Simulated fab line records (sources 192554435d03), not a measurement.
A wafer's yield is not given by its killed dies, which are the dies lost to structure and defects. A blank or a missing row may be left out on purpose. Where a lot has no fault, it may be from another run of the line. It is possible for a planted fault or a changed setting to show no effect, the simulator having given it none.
Matching of chambers    flow n5Finfet    N5_BEOL_M2_STRIP_19 on rieDiel-01 has 4 sister chambers
The step strips in O2. 4 wafers are shown with their chamber, then 10 later ones without.

WAFERS, EACH WITH ITS CHAMBER
wafer   chamber  drypumpMotorCurrentA (A)
L087.1  0        4.9
L087.3  1        5.1
L093.2  3        5.2
L093.3  2        6.4

WAFERS WHOSE CHAMBER IS MISSING
wafer   drypumpMotorCurrentA (A)
L093.5  5.3
L095.1  6.4
L095.4  4.9
L095.5  5.3
L096.1  6.4
L096.2  5.0
L096.5  5.1
L097.2  4.9
L097.3  5.1
L097.5  6.4

WHICH CHAMBER EACH WENT THROUGH
wafer   from the rows above           in truth
L093.5  can't be placed: 3 or 1       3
L095.1  2                             2
L095.4  0                             0
L095.5  can't be placed: 3 or 1       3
L096.1  2                             2
L096.2  can't be placed: 0 or 1 or 3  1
L096.5  can't be placed: 1 or 3       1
L097.2  0                             0
L097.3  can't be placed: 1 or 3       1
L097.5  2                             2
Placed correctly: 5 of 10. Unplaceable from these rows: 5, with the true chamber sitting among the candidates in 5. Number placed wrongly: 0.
How it was worked out, from the rows above alone: a wafer's distance from a chamber is the root of the sum, over the readings, of the square of ((its reading less the chamber's mean) divided by the reading's scatter). The wafer belongs to the nearest chamber; if the next one is less than 2 further off, it can't be placed. A chamber's mean is the mean of its shown wafers. The scatter: with one shown wafer a chamber, the root of the mean of the squares of how far each hidden wafer lies from its nearest shown one.
